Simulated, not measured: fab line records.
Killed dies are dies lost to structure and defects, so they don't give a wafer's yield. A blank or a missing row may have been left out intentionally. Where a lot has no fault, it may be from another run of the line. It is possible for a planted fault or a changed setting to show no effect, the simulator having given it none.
fab line records | flow n5_finfet
record: lots: 7 | wafers: 21 | last_day: 15
route steps=1938 shown PASSIVATION@1899
lots with no fault: from the same line, run without faults
start_h: hours from the record's first day to the start of the lot's first wafer shown | wait_h: time in hours since the lot's previous step | " identical to the entry in the row above | L1.1+2: a row that stands for several wafers | - value missing, or start not given | * or withheld: withheld | < > ~ a bound
route shown NAME@n: a module of which the file shows steps, and the number in the route of the first | usual: the fault-free wafers' mean and standard deviation | same: alike in all rows | chamber/n: place in a boat | sites: each site's reading | _std_site: standard deviation of those values | _edge_site: inner sites' mean taken away from outer sites' mean | radius_mm: for every site, how far away it sits from the centre of the wafer | mask NAME#n: copy n | behind: tool/chamber where the wafer was last shaped | hold: cause of the lot's hold/its duration in hours/its outcome | device: transistor that didn't switch, given as n, p or np | end of line: tests run on the same wafers once the route is complete | for a step that has no rows: nothing shown but its recipe | killed: not the wafer's yield, but the dies lost to structure and defects at the first sort | map: dies across one wafer; x = killed, . = not, _ = none there
set.NAME: the setting as run; set.NAME@STEP: as run at that earlier step | model.NAME: the simulator's own value behind a step, which no gauge read
certain route steps with their lots: each step a table, each wafer a row
services: the hour from which a tool's chamber was out of use, counted from the record's first day as start_h (under 0 if before that day), plus the number of hours and why
== steps ==
step: N5_PASSIVATION_EBR_26
recipe: solvent: PGMEA | ebr_width_mm: 1.5
step: N5_PASSIVATION_SOFTBAKE_25
recipe: temp_c: 100 | time_s: 90
step: N5_PASSIVATION_EXPOSE_27
recipe: mask_id: PAD | na: 0.55 | source_shape: conventional | sigma_outer: 0.8 | polarization: unpolarized | defocus_nm: 0 | dose_mj: 32.3
step: N5_PASSIVATION_PEB_28
recipe: peb_temp_c: withheld | peb_time_s: *
step: N5_PASSIVATION_DEVELOP_29
recipe: develop_time_s: 60 | rinse_liquid: diw | dry: air_spin | dev_temp_c: 21
step: N5_PASSIVATION_HARDBAKE_31
recipe: temp_c: 130 | time_s: 120
step: N5_PASSIVATION_CD_MEAS_30
recipe: target_cd_nm: 4000 | landing_energy_ev: 500 | detector: se_inlens | polarity: opening
usual: cd_nm: 4001.2/2.4
lot.wafer | tool      | chamber | start_h | wait_h | cd_nm
L111.1    | cd_sem-02 | 0       | 259.46  | -      | 4001.8
L111.2    | "         | 0       | "       | "      | 4004.9
L111.6    | "         | 0       | "       | "      | 4003.5
L114.2    | cd_sem-03 | 0       | 276.22  | -      | 4001.8
L114.4    | "         | 0       | "       | "      | 3999.6
L114.5    | "         | 0       | "       | "      | 4004.4
L115.2    | cd_sem-01 | 0       | 280.92  | -      | 4002.0
L115.3    | "         | 0       | "       | "      | 3998.7
L115.4    | "         | 0       | "       | "      | 4000.0
L116.1    | cd_sem-02 | 0       | 285.23  | -      | 4000.2
L116.2    | "         | 0       | "       | "      | 4000.0
L116.6    | "         | 0       | "       | "      | 3997.8
L120.2    | cd_sem-03 | 0       | 326.60  | -      | 4004.4
L120.3    | "         | 0       | "       | "      | 4001.1
L120.6    | "         | 0       | "       | "      | 4001.5
L124.4    | cd_sem-01 | 0       | 341.10  | -      | 3997.7
L124.5    | "         | 0       | "       | "      | 3996.6
L124.6    | "         | 0       | "       | "      | 4001.8
L125.2    | cd_sem-03 | 0       | 349.02  | -      | 4001.5
L125.3    | "         | 0       | "       | "      | 4002.8
L125.6    | "         | 0       | "       | "      | 4002.7
step: N5_PASSIVATION_OVL_MEAS_63
recipe: points_per_wafer: 44
usual: PAD_OVL: 2/5.1
same: points_per_wafer: 44
lot.wafer | tool       | chamber | start_h | wait_h | PAD_OVL[nm]
L111.1    | overlay-02 | 0       | 259.49  | 0.0    | 0
L111.2    | "          | 0       | "       | "      | 2
L111.6    | "          | 0       | "       | "      | -3
L114.2    | overlay-02 | 0       | 276.25  | 0.0    | 5
L114.4    | "          | 0       | "       | "      | 12
L114.5    | "          | 0       | "       | "      | 10
L115.2    | overlay-02 | 0       | 280.95  | 0.0    | 1
L115.3    | "          | 0       | "       | "      | 7
L115.4    | "          | 0       | "       | "      | 7
L116.1    | overlay-02 | 0       | 285.27  | 0.0    | -1
L116.2    | "          | 0       | "       | "      | -6
L116.6    | "          | 0       | "       | "      | 4
L120.2    | overlay-01 | 0       | 326.63  | 0.0    | -2
L120.3    | "          | 0       | "       | "      | 12
L120.6    | "          | 0       | "       | "      | 1
L124.4    | overlay-01 | 0       | 341.13  | 0.0    | 0
L124.5    | "          | 0       | "       | "      | -3
L124.6    | "          | 0       | "       | "      | 0
L125.2    | overlay-02 | 0       | 349.05  | 0.0    | 1
L125.3    | "          | 0       | "       | "      | 3
L125.6    | "          | 0       | "       | "      | 2
step: N5_PASSIVATION_INSPECT_64
recipe: mode: adi | inspect_instrument: macro
usual: raw_defect_count: 2.1/1.5
lot.wafer | tool              | chamber | start_h | wait_h | raw_defect_count
L111.1    | defect_inspect-01 | -       | 259.51  | 0.0    | 2
L111.2    | "                 | -       | "       | "      | 2
L111.6    | "                 | -       | "       | "      | 1
L114.2    | defect_inspect-02 | -       | 276.28  | 0.0    | 4
L114.4    | "                 | -       | "       | "      | 3
L114.5    | "                 | -       | "       | "      | 3
L115.2    | defect_inspect-01 | -       | 280.97  | 0.0    | 1
L115.3    | "                 | -       | "       | "      | 2
L115.4    | "                 | -       | "       | "      | 4
L116.1    | defect_inspect-01 | -       | 285.29  | 0.0    | 3
L116.2    | "                 | -       | "       | "      | 1
L116.6    | "                 | -       | "       | "      | 5
L120.2    | defect_inspect-01 | -       | 326.66  | 0.0    | 1
L120.3    | "                 | -       | "       | "      | 4
L120.6    | "                 | -       | "       | "      | 0
L124.4    | defect_inspect-01 | -       | 341.16  | 0.0    | 6
L124.5    | "                 | -       | "       | "      | 2
L124.6    | "                 | -       | "       | "      | 3
L125.2    | defect_inspect-02 | -       | 349.07  | 0.0    | 4
L125.3    | "                 | -       | "       | "      | 2
L125.6    | "                 | -       | "       | "      | 2
step: N5_PASSIVATION_DESCUM_32
recipe: chemistry: O2 | time_s: 7.9 | source_power_w: 50 | bias_power_w: 20 | pressure_mtorr: 20 | rf_frequency_hz: 2.712e+07 | temp_c: 40 | o2_flow_sccm: 225
usual: bias_power_w: 19.99/0.056 | drypump_motor_current_A: 5.58/0.29 | oes_product_au: 0.80/0.075 | rf_vpp_V: 243.0/1.4 | showerhead_plenum_p_Torr: 2.07/0.071 | throttle_valve_pct: 20.37/0.26
lot.wafer | tool        | chamber | start_h | wait_h | bias_power_w | drypump_motor_current_A | oes_product_au | rf_hours_counter_h | rf_vpp_V | showerhead_plenum_p_Torr | throttle_valve_pct
L111.1    | rie_diel-03 | 3       | 259.55  | 0.0    | 19.93        | 5.88                    | 0.72           | 197                | 243.6    | 2.04                     | 20.14
L111.2    | "           | 2       | "       | "      | 19.99        | 5.69                    | 0.86           | 75                 | 243.9    | 2.11                     | 20.22
L111.6    | "           | 3       | "       | "      | 19.87        | 5.88                    | 0.72           | -                  | 244.8    | 2.04                     | 20.14
L114.2    | rie_diel-02 | 1       | 276.31  | 0.0    | 20.07        | 5.23                    | 0.73           | 163                | 242.9    | 2.00                     | 20.96
L114.4    | "           | 2       | "       | "      | 19.92        | 5.69                    | 0.68           | 250                | 242.3    | 2.04                     | 20.62
L114.5    | "           | 0       | "       | "      | 19.96        | 5.66                    | 0.68           | -                  | 241.7    | 1.95                     | 20.52
L115.2    | rie_diel-02 | 3       | 281.00  | 0.0    | 19.93        | 5.74                    | 0.87           | 48                 | 242.6    | 2.04                     | 20.41
L115.3    | "           | 0       | "       | "      | 19.96        | 5.68                    | 0.68           | 248                | 242.0    | 1.95                     | 20.52
L115.4    | "           | 3       | "       | "      | 19.99        | 5.73                    | 0.88           | -                  | 242.9    | 2.04                     | 20.42
L116.1    | rie_diel-03 | 0       | 285.32  | 0.0    | 19.91        | 5.08                    | 0.89           | 19                 | 244.7    | 2.14                     | 20.01
L116.2    | "           | 2       | "       | "      | 19.93        | 5.69                    | 0.85           | 84                 | 243.7    | 2.10                     | 20.24
L116.6    | "           | 2       | "       | "      | 19.98        | 5.70                    | 0.86           | -                  | 242.6    | 2.10                     | 20.23
L120.2    | rie_diel-06 | 2       | 326.69  | 0.0    | 19.99        | 5.53                    | 0.80           | 124                | 244.0    | 2.09                     | 20.37
L120.3    | "           | 3       | "       | "      | 19.99        | 5.93                    | 0.92           | 6                  | 245.7    | 2.23                     | 20.27
L120.6    | "           | 1       | "       | "      | 19.99        | 5.41                    | 0.82           | -                  | 242.5    | 2.11                     | 20.40
L124.4    | rie_diel-02 | 1       | 341.20  | 0.0    | 20.09        | 5.24                    | 0.71           | 189                | 240.4    | 1.99                     | 21.00
L124.5    | "           | 3       | "       | "      | 20.10        | 5.76                    | 0.83           | -                  | 242.8    | 2.03                     | 20.45
L124.6    | "           | 0       | "       | "      | 19.95        | 5.69                    | 0.95           | -                  | 245.1    | 2.20                     | 19.96
L125.2    | rie_diel-02 | 3       | 349.33  | 0.3    | 20.03        | 5.76                    | 0.83           | 77                 | 241.0    | 2.03                     | 20.46
L125.3    | "           | 0       | "       | "      | 19.93        | 5.69                    | 0.94           | 9                  | 245.7    | 2.20                     | 19.97
L125.6    | "           | 3       | "       | "      | 20.00        | 5.76                    | 0.82           | -                  | 243.0    | 2.03                     | 20.45
step: N5_PASSIVATION_AL_ETCH_33
recipe: chemistry: Cl2/BCl3 | target_depth_a: 28000 | over_etch_frac: 0.15 | Cl2_flow_sccm: 180 | bcl3_flow_sccm: 60 | target: Al | stop_on: TaN | time_s: 466.7 | ion_energy_ev: 100 | pressure_mtorr: 10 | icp_w: 900 | bias_w: 100
usual: drypump_motor_current_A: 5.7/0.36 | oes_product_au: 0.73/0.075 | throttle_valve_pct: 34.54/0.17
lot.wafer | tool         | chamber | start_h | wait_h | drypump_motor_current_A | oes_product_au | rf_hours_counter_h | throttle_valve_pct
L111.1    | rie_metal-01 | 0       | 259.63  | 0.1    | 5.6                     | 0.82           | 10                 | 34.48
L111.2    | "            | 1       | "       | "      | 5.9                     | 0.77           | 25                 | 34.53
L111.6    | "            | 1       | "       | "      | 5.9                     | 0.74           | -                  | 34.59
L114.2    | rie_metal-02 | 1       | 276.40  | 0.1    | 4.7                     | 0.57           | 106                | 34.95
L114.4    | "            | 0       | "       | "      | 5.5                     | 0.77           | -                  | 34.78
L114.5    | "            | 0       | "       | "      | 5.6                     | 0.78           | -                  | 34.79
L115.2    | rie_metal-03 | 1       | 281.09  | 0.1    | 6.0                     | 0.80           | 18                 | 34.29
L115.3    | "            | 0       | "       | "      | 6.0                     | 0.62           | -                  | 34.56
L115.4    | "            | 1       | "       | "      | 6.0                     | 0.80           | -                  | 34.29
L116.1    | rie_metal-01 | 0       | 285.41  | 0.1    | 5.6                     | 0.80           | 12                 | 34.52
L116.2    | "            | 1       | "       | "      | 5.9                     | 0.75           | 29                 | 34.55
L116.6    | "            | 0       | "       | "      | 5.6                     | 0.81           | -                  | 34.49
L120.2    | rie_metal-01 | 1       | 326.79  | 0.1    | 5.9                     | 0.73           | 32                 | 34.55
L120.3    | "            | 0       | "       | "      | 5.6                     | 0.79           | -                  | 34.46
L120.6    | "            | 1       | "       | "      | 5.8                     | 0.73           | -                  | 34.57
L124.4    | rie_metal-01 | 1       | 341.42  | 0.2    | 5.9                     | 0.73           | -                  | 34.56
L124.5    | "            | 1       | "       | "      | 5.9                     | 0.73           | -                  | 34.59
L124.6    | "            | 0       | "       | "      | 5.6                     | 0.79           | -                  | 34.50
L125.2    | rie_metal-03 | 1       | 349.42  | 0.1    | 6.0                     | 0.76           | 24                 | 34.34
L125.3    | "            | 0       | "       | "      | 6.0                     | 0.61           | -                  | 34.57
L125.6    | "            | 1       | "       | "      | 6.0                     | 0.77           | -                  | 34.30
step: N5_PASSIVATION_ETCH_59
recipe: chemistry: Cl2/BCl3 | target: TaN | target_depth_a: 650 | time_s: 34.9 | ion_energy_ev: 100 | pressure_mtorr: 10 | icp_w: 900 | bias_w: 100 | Cl2_flow_sccm: 60 | bcl3_flow_sccm: 30
usual: drypump_motor_current_A: 5.7/0.35 | oes_product_au: 0.81/0.091 | throttle_valve_pct: 21.30/0.16
lot.wafer | tool         | chamber | start_h | wait_h | drypump_motor_current_A | oes_product_au | rf_hours_counter_h | throttle_valve_pct
L111.1    | rie_metal-01 | 0       | 260.03  | 0.3    | 5.6                     | 0.92           | 10                 | 21.28
L111.2    | "            | 1       | "       | "      | 5.8                     | 0.84           | 26                 | 21.24
L111.6    | "            | 1       | "       | "      | 5.8                     | 0.84           | -                  | 21.25
L114.2    | rie_metal-02 | 1       | 276.80  | 0.3    | 4.7                     | 0.64           | 107                | 21.64
L114.4    | "            | 0       | "       | "      | 5.6                     | 0.87           | -                  | 21.23
L114.5    | "            | 0       | "       | "      | 5.6                     | 0.86           | -                  | 21.24
L115.2    | rie_metal-03 | 1       | 281.49  | 0.3    | 6.0                     | 0.88           | 18                 | 21.09
L115.3    | "            | 0       | "       | "      | 6.0                     | 0.67           | -                  | 21.53
L115.4    | "            | 1       | "       | "      | 6.0                     | 0.87           | -                  | 21.11
L116.1    | rie_metal-01 | 0       | 285.81  | 0.3    | 5.6                     | 0.90           | 13                 | 21.29
L116.2    | "            | 1       | "       | "      | 5.9                     | 0.83           | 30                 | 21.26
L116.6    | "            | 0       | "       | "      | 5.6                     | 0.90           | -                  | 21.31
L120.2    | rie_metal-01 | 1       | 327.32  | 0.4    | 5.9                     | 0.82           | 33                 | 21.26
L120.3    | "            | 0       | "       | "      | 5.6                     | 0.89           | -                  | 21.30
L120.6    | "            | 1       | "       | "      | 5.9                     | 0.82           | -                  | 21.24
L124.4    | rie_metal-01 | 1       | 341.72  | 0.2    | 5.9                     | 0.82           | -                  | 21.25
L124.5    | "            | 1       | "       | "      | 5.9                     | 0.82           | -                  | 21.25
L124.6    | "            | 0       | "       | "      | 5.6                     | 0.88           | -                  | 21.30
L125.2    | rie_metal-03 | 1       | 349.82  | 0.3    | 6.0                     | 0.85           | 24                 | 21.12
L125.3    | "            | 0       | "       | "      | 6.0                     | 0.66           | -                  | 21.55
L125.6    | "            | 1       | "       | "      | 6.0                     | 0.85           | -                  | 21.12
step: N5_PASSIVATION_STRIP_34
recipe: chemistry: O2 | power_w: 600 | temp_c: 60 | pressure_mtorr: 30 | rf_frequency_hz: 6e+07 | bias_power_w: 0 | overash_fraction: 2 | o2_flow_sccm: 225
usual: bias_power_w: 0/0 | chamber_pressure_mTorr: 29.99/0.081 | drypump_motor_current_A: 5.62/0.27 | oes_product_au: 0.81/0.079 | rf_vpp_V: 3.7/1.4 | showerhead_plenum_p_Torr: 2.07/0.075 | throttle_valve_pct: 16.63/0.26
lot.wafer | tool        | chamber | start_h | wait_h | bias_power_w | chamber_pressure_mTorr | drypump_motor_current_A | oes_product_au | rf_hours_counter_h | rf_vpp_V | showerhead_plenum_p_Torr | throttle_valve_pct
L111.1    | rie_diel-06 | 1       | 260.15  | 0.1    | 0            | 29.96                  | 5.42                    | 0.84           | 61                 | 2.7      | 2.13                     | 16.60
L111.2    | "           | 2       | "       | "      | 0            | 30.15                  | 5.53                    | 0.82           | 97                 | 4.0      | 2.10                     | 16.52
L111.6    | "           | 2       | "       | "      | 0            | 29.92                  | 5.54                    | 0.82           | -                  | 1.6      | 2.10                     | 16.53
L114.2    | rie_diel-03 | 1       | 276.92  | 0.1    | -            | -                      | -                       | -              | -                  | -        | -                        | -
L114.4    | "           | 0       | "       | "      | -            | -                      | -                       | -              | -                  | -        | -                        | -
L114.5    | "           | 2       | "       | "      | -            | -                      | -                       | -              | -                  | -        | -                        | -
L115.2    | rie_diel-02 | 3       | 281.67  | 0.1    | -            | -                      | -                       | -              | -                  | -        | -                        | -
L115.3    | "           | 0       | "       | "      | -            | -                      | -                       | -              | -                  | -        | -                        | -
L115.4    | "           | 3       | "       | "      | -            | -                      | -                       | -              | -                  | -        | -                        | -
L116.1    | rie_diel-02 | 1       | 285.93  | 0.1    | -            | -                      | -                       | -              | -                  | -        | -                        | -
L116.2    | "           | 0       | "       | "      | -            | -                      | -                       | -              | -                  | -        | -                        | -
L116.6    | "           | 3       | "       | "      | -            | -                      | -                       | -              | -                  | -        | -                        | -
L120.2    | rie_diel-02 | 0       | 327.47  | 0.1    | 0            | 29.98                  | 5.69                    | 1.01           | 2                  | 2.5      | 2.21                     | 16.26
L120.3    | "           | 2       | "       | "      | 0            | 30.02                  | 5.68                    | 0.90           | 14                 | 3.4      | 2.03                     | 16.38
L120.6    | "           | 0       | "       | "      | 0            | 30.12                  | 5.70                    | 0.97           | -                  | 3.3      | 2.21                     | 16.28
L124.4    | rie_diel-02 | 0       | 341.84  | 0.1    | 0            | 29.94                  | 5.67                    | 0.96           | 7                  | 3.6      | 2.21                     | 16.25
L124.5    | "           | 0       | "       | "      | 0            | 29.92                  | 5.72                    | 0.93           | -                  | 4.8      | 2.21                     | 16.21
L124.6    | "           | 3       | "       | "      | 0            | 30.04                  | 5.71                    | 0.82           | -                  | 4.9      | 2.04                     | 16.63
L125.2    | rie_diel-03 | 3       | 349.99  | 0.1    | 0            | 29.87                  | 5.80                    | 0.70           | 226                | 3.3      | 2.03                     | 16.54
L125.3    | "           | 2       | "       | "      | 0            | 29.89                  | 5.73                    | 0.84           | 102                | 5.5      | 2.10                     | 16.53
L125.6    | "           | 0       | "       | "      | 0            | 29.97                  | 5.07                    | 0.86           | -                  | 3.3      | 2.14                     | 16.27
step: N5_PASSIVATION_STRIP_51
recipe: chemistry: post_etch_residue_remover | time_s: 1200 | temp_c: 72.5
step: N5_PASSIVATION_PROBE_49
usual: defect_limited_yield: 91.4/1.4 | killed_at_M0_to_M3: 34/8.9 | killed_at_M4_up: 13/4.6 | killed_at_contacts: 12/5.5 | killed_at_front_end: 41/11 | killed_at_other: 3.1/2.9 | killed_dies: 102/16 | killed_open: 66/11 | killed_short: 34/7.6 | sort_bin_4_leakage: 0.01/0.14 | sort_bin_5_function: 5.1/0.89 | sort_bin_6_memory: 3.2/0.61 | sort_bin_8_speed: 0.02/0.12 | sort_n_pass: 1078/16 | sort_yield_pct: 91.3/1.4
same: gross_dies: 1180 | killed_at_back_side: 0
lot.wafer | tool      | chamber | start_h | wait_h | defect_limited_yield[%] | killed_at_M0_to_M3 | killed_at_M4_up | killed_at_contacts | killed_at_front_end | killed_at_other | killed_dies | killed_open | killed_short | sort_bin_4_leakage[%] | sort_bin_5_function[%] | sort_bin_6_memory[%] | sort_bin_8_speed[%] | sort_n_pass | sort_yield_pct[%]
L111.1    | prober-02 | -       | 264.46  | 0.0    | 90.4                    | 35                 | 8               | 20                 | 45                  | 5               | 113         | 74          | 39           | 0                     | 5.3                    | 3.9                  | 0.08                | 1066        | 90.3
L111.2    | prober-02 | -       | 264.51  | 0.1    | 91.7                    | 29                 | 13              | 8                  | 45                  | 3               | 98          | 53          | 45           | 0                     | 4.5                    | 3.5                  | 0                   | 1082        | 91.7
L111.6    | prober-02 | -       | 264.71  | 0.3    | 90.7                    | 42                 | 5               | 22                 | 37                  | 4               | 110         | 68          | 41           | 0                     | 4.4                    | 4.2                  | 0                   | 1070        | 90.7
L114.2    | prober-02 | -       | 281.31  | 0.1    | 90.6                    | 24                 | 14              | 8                  | 65                  | 0               | 111         | 65          | 39           | 0                     | 5.3                    | 3.3                  | 0                   | 1069        | 90.6
L114.4    | prober-02 | -       | 281.41  | 0.2    | 91.1                    | 25                 | 19              | 10                 | 51                  | 0               | 105         | 73          | 32           | 0                     | 5.0                    | 3.5                  | 0                   | 1075        | 91.1
L114.5    | prober-02 | -       | 281.46  | 0.2    | 91.4                    | 28                 | 16              | 12                 | 44                  | 1               | 101         | 69          | 29           | 0                     | 5.1                    | 2.8                  | 0                   | 1079        | 91.4
L115.2    | prober-01 | -       | 286.06  | 0.1    | 93.1                    | 35                 | 9               | 11                 | 23                  | 4               | 82          | 51          | 31           | 0                     | 4.6                    | 2.3                  | 0                   | 1098        | 93.1
L115.3    | prober-01 | -       | 286.11  | 0.1    | 92.0                    | 31                 | 13              | 9                  | 33                  | 8               | 94          | 62          | 31           | 0                     | 4.7                    | 2.9                  | 0.08                | 1085        | 91.9
L115.4    | prober-01 | -       | 286.16  | 0.2    | 93.4                    | 21                 | 14              | 15                 | 27                  | 1               | 78          | 55          | 23           | 0                     | 3.6                    | 2.7                  | 0                   | 1102        | 93.4
L116.1    | prober-02 | -       | 290.34  | 0.0    | 92.7                    | 39                 | 12              | 9                  | 26                  | 0               | 86          | 51          | 35           | 0                     | 4.1                    | 3.0                  | 0                   | 1094        | 92.7
L116.2    | prober-02 | -       | 290.39  | 0.1    | 94.0                    | 21                 | 12              | 13                 | 25                  | 0               | 71          | 46          | 25           | 0                     | 3.6                    | 2.2                  | 0                   | 1109        | 94.0
L116.6    | prober-02 | -       | 290.59  | 0.3    | 94.0                    | 26                 | 4               | 11                 | 29                  | 1               | 71          | 53          | 18           | 0                     | 3.6                    | 2.4                  | 0                   | 1109        | 94.0
L120.2    | prober-02 | -       | 332.74  | 0.1    | 90.7                    | 44                 | 14              | 5                  | 39                  | 8               | 110         | 79          | 30           | 0.25                  | 5.8                    | 3.4                  | 0                   | 1067        | 90.4
L120.3    | prober-02 | -       | 332.79  | 0.1    | 90.7                    | 34                 | 10              | 14                 | 49                  | 3               | 110         | 72          | 37           | 0                     | 5.8                    | 3.4                  | 0                   | 1070        | 90.7
L120.6    | prober-02 | -       | 332.94  | 0.3    | 91.0                    | 41                 | 10              | 6                  | 41                  | 8               | 106         | 69          | 37           | 0                     | 6.3                    | 2.5                  | 0                   | 1074        | 91.0
L125.2    | prober-01 | -       | 354.34  | 0.1    | 91.4                    | 29                 | 9               | 17                 | 45                  | 2               | 102         | 62          | 34           | 0                     | 4.8                    | 3.0                  | 0                   | 1078        | 91.4
L125.3    | prober-01 | -       | 354.39  | 0.1    | 92.8                    | 15                 | 6               | 12                 | 45                  | 7               | 85          | 55          | 29           | 0                     | 4.7                    | 2.1                  | 0                   | 1095        | 92.8
L125.6    | prober-01 | -       | 354.54  | 0.3    | 92.6                    | 31                 | 1               | 14                 | 39                  | 2               | 87          | 64          | 23           | 0                     | 4.4                    | 2.9                  | 0                   | 1093        | 92.6
killed by level:class
L111.1 MOL_CONTACT_COAG:geometric_particle:open=16 BEOL_M3:geometric_particle:open=11 STI_FIN_REVEAL:geometric_particle:open=9 ILD0:geometric_particle:short=9 BEOL_M0_SAQP:geometric_particle:open=8 GATE_CUT:geometric_particle:short=6 ILD0:geometric_particle:open=6 BEOL_M0_SAQP:geometric_particle:short=6
L111.2 FIN_SAQP:geometric_particle:short=10 BEOL_M0_SAQP:geometric_particle:open=9 GATE_CUT:geometric_particle:short=7 MOL_CONTACT_COAG:geometric_particle:open=7 FIN_SAQP:geometric_particle:open=6 BEOL_M0_SAQP:geometric_particle:short=6 BEOL_M2:geometric_particle:short=5 BEOL_M2:geometric_particle:open=5
L111.6 MOL_CONTACT_COAG:geometric_particle:open=16 FIN_SAQP:geometric_particle:short=15 BEOL_M1:geometric_particle:open=10 BEOL_M2:geometric_particle:open=10 BEOL_M3:geometric_particle:open=9 MOL_CONTACT_COAG:geometric_particle:short=6 BEOL_M0_SAQP:geometric_particle:open=5 FIN_SAQP:geometric_particle:open=4
L114.2 FIN_SAQP:geometric_particle:open=22 FIN_SAQP:geometric_particle:short=10 STI_FIN_REVEAL:geometric_particle:open=8 MOL_CONTACT_COAG:geometric_particle:open=8 BEOL_M0_SAQP:geometric_particle:short=7 HKMG_FIN:area_etch=7 GATE_CUT:geometric_particle:short=6 BEOL_M2:geometric_particle:open=4
L114.4 FIN_SAQP:geometric_particle:open=15 FIN_SAQP:geometric_particle:short=14 DUMMY_GATE:geometric_particle:open=8 MOL_CONTACT_COAG:geometric_particle:open=7 BEOL_M1:geometric_particle:open=7 BEOL_M2:geometric_particle:open=6 BEOL_M4:geometric_particle:open=6 BEOL_M0_SAQP:geometric_particle:open=5
L114.5 DUMMY_GATE:geometric_particle:open=10 MOL_CONTACT_COAG:geometric_particle:open=10 FIN_SAQP:geometric_particle:open=8 BEOL_M3:geometric_particle:open=7 BEOL_M3:geometric_particle:short=7 FIN_SAQP:geometric_particle:short=6 BEOL_M1:geometric_particle:open=5 BEOL_M4:geometric_particle:open=5
L115.2 MOL_CONTACT_COAG:geometric_particle:open=10 BEOL_M1:geometric_particle:open=10 BEOL_M0_SAQP:geometric_particle:short=7 FIN_SAQP:geometric_particle:open=6 BEOL_M0_SAQP:geometric_particle:open=6 BEOL_M1:geometric_particle:short=6 DUMMY_GATE:geometric_particle:open=4 FIN_SAQP:geometric_particle:short=3
L115.3 BEOL_M1:geometric_particle:open=9 FIN_SAQP:geometric_particle:short=8 MOL_CONTACT_COAG:geometric_particle:open=8 BEOL_M0_SAQP:geometric_particle:open=6 BEOL_M4:geometric_particle:open=6 GATE_CUT:geometric_particle:open=5 PAD_METAL:geometric_particle:short=5 BEOL_M3:geometric_particle:open=5
L115.4 MOL_CONTACT_COAG:geometric_particle:open=13 BEOL_M5:geometric_particle:open=8 BEOL_M1:geometric_particle:open=6 GATE_CUT:geometric_particle:short=5 FIN_SAQP:geometric_particle:open=4 BEOL_M2:geometric_particle:open=4 FIN_SAQP:geometric_particle:short=3 STI_FIN_REVEAL:geometric_particle:open=3
L116.1 BEOL_M0_SAQP:geometric_particle:open=8 BEOL_M0_SAQP:geometric_particle:short=7 BEOL_M1:geometric_particle:open=7 GATE_CUT:geometric_particle:short=6 BEOL_M2:geometric_particle:open=6 BEOL_M3:geometric_particle:open=6 MOL_CONTACT_COAG:geometric_particle:open=5 MOL_CONTACT_COAG:geometric_particle:short=4
L116.2 MOL_CONTACT_COAG:geometric_particle:open=11 BEOL_M2:geometric_particle:open=7 FIN_SAQP:geometric_particle:short=4 BEOL_M0_SAQP:geometric_particle:short=4 BEOL_M1:geometric_particle:open=4 BEOL_M7:geometric_particle:open=4 STARTING-WAFER:geometric_particle:open=4 FIN_SAQP:geometric_particle:open=3
L116.6 BEOL_M2:geometric_particle:open=11 MOL_CONTACT_COAG:geometric_particle:open=9 STI_FIN_REVEAL:geometric_particle:open=8 BEOL_M1:geometric_particle:open=6 FIN_SAQP:geometric_particle:short=5 DUMMY_GATE:geometric_particle:open=5 BEOL_M0_SAQP:geometric_particle:open=4 STI_FIN_REVEAL:geometric_particle:short=3
L120.2 BEOL_M3:geometric_particle:open=15 FIN_SAQP:geometric_particle:open=13 STI_FIN_REVEAL:geometric_particle:open=9 BEOL_M3:geometric_particle:short=8 BEOL_M1:geometric_particle:open=6 BEOL_M4:geometric_particle:open=6 BEOL_M0_SAQP:geometric_particle:short=5 BEOL_M2:geometric_particle:open=5
L120.3 FIN_SAQP:geometric_particle:open=17 MOL_CONTACT_COAG:geometric_particle:open=10 FIN_SAQP:geometric_particle:short=9 STI_FIN_REVEAL:geometric_particle:open=9 BEOL_M1:geometric_particle:open=9 BEOL_M3:geometric_particle:open=8 BEOL_M0_SAQP:geometric_particle:open=6 BEOL_M4:geometric_particle:open=5
L120.6 STI_FIN_REVEAL:geometric_particle:open=13 BEOL_M3:geometric_particle:open=10 BEOL_M0_SAQP:geometric_particle:short=8 BEOL_M1:geometric_particle:open=7 BEOL_M4:geometric_particle:open=6 FIN_SAQP:geometric_particle:open=5 MOL_CONTACT_COAG:geometric_particle:open=5 BEOL_M0_SAQP:geometric_particle:open=5
L125.2 MOL_CONTACT_COAG:geometric_particle:open=13 FIN_SAQP:geometric_particle:short=12 BEOL_M2:geometric_particle:open=7 STI_FIN_REVEAL:geometric_particle:open=6 BEOL_M0:geometric_particle:open=6 BEOL_M3:geometric_particle:open=6 HKMG_FIN:area_etch=6 FIN_SAQP:geometric_particle:open=5
L125.3 FIN_SAQP:geometric_particle:open=17 STI_FIN_REVEAL:geometric_particle:open=9 MOL_CONTACT_COAG:geometric_particle:open=9 FIN_SAQP:geometric_particle:short=7 BEOL_M0_SAQP:geometric_particle:short=4 BEOL_M3:geometric_particle:open=4 MOL_CONTACT_COAG:geometric_particle:short=3 BEOL_M2:geometric_particle:open=3
L125.6 STI_FIN_REVEAL:geometric_particle:open=13 BEOL_M3:geometric_particle:open=13 MOL_CONTACT_COAG:geometric_particle:open=12 FIN_SAQP:geometric_particle:open=7 FIN_SAQP:geometric_particle:short=6 BEOL_M0_SAQP:geometric_particle:short=4 BEOL_M0_SAQP:geometric_particle:open=4 BEOL_M1:geometric_particle:open=3
== services ==
tool         | chamber | start_h | hours | kind
rie_diel-06  | 2       | 235.93  | 8.0   | repair
rie_diel-02  | 0       | 246.25  | 4.4   | repair
rie_diel-06  | 3       | 253.06  | 2.6   | repair
rie_metal-03 | -       | 259.59  | 0.7   | repair
rie_metal-03 | 0       | 260.65  | 6.9   | repair
rie_metal-01 | 0       | 269.93  | 3.0   | repair
rie_diel-02  | 2       | 277.61  | -     | clean
rie_diel-02  | 2       | 277.61  | -     | consumable_replace:focus_ring
rie_diel-02  | 2       | 277.61  | 20.2  | scheduled_down
rie_diel-02  | 2       | 277.61  | 20.2  | vent_cycle
rie_metal-02 | 0       | 278.28  | 5.4   | repair
rie_diel-06  | 3       | 286.58  | -     | clean
rie_diel-06  | 3       | 286.58  | -     | consumable_replace:focus_ring
rie_diel-06  | 3       | 286.58  | -     | consumable_replace:showerhead
rie_diel-06  | 3       | 286.58  | 22.1  | scheduled_down
rie_metal-03 | -       | 291.48  | 2.8   | pm
rie_diel-02  | 0       | 300.60  | -     | clean
rie_diel-02  | 0       | 300.60  | -     | consumable_replace:focus_ring
rie_diel-02  | 0       | 300.60  | -     | consumable_replace:showerhead
rie_diel-02  | 0       | 300.60  | 20.6  | scheduled_down
rie_diel-02  | 0       | 300.60  | 20.6  | vent_cycle
rie_diel-03  | -       | 308.90  | 0.2   | repair
rie_diel-06  | 3       | 322.17  | 1.7   | repair
rie_diel-03  | 2       | 339.80  | 2.8   | repair
== key ==
first_sign: step: N5_PASSIVATION_STRIP_34 | reading: tool_record | direction: missing
effect none on later readings
met_at N5_PASSIVATION_STRIP_34
struck_wafers L114.2,L114.4,L114.5,L115.2,L115.3,L115.4,L116.1,L116.2,L116.6
fault: kind: skipped_step_whole | tool: rie_diel-02,rie_diel-03 | chamber: - | onset_h: 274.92 | steps: N5_PASSIVATION_STRIP_34 | scope: struck_lots_only
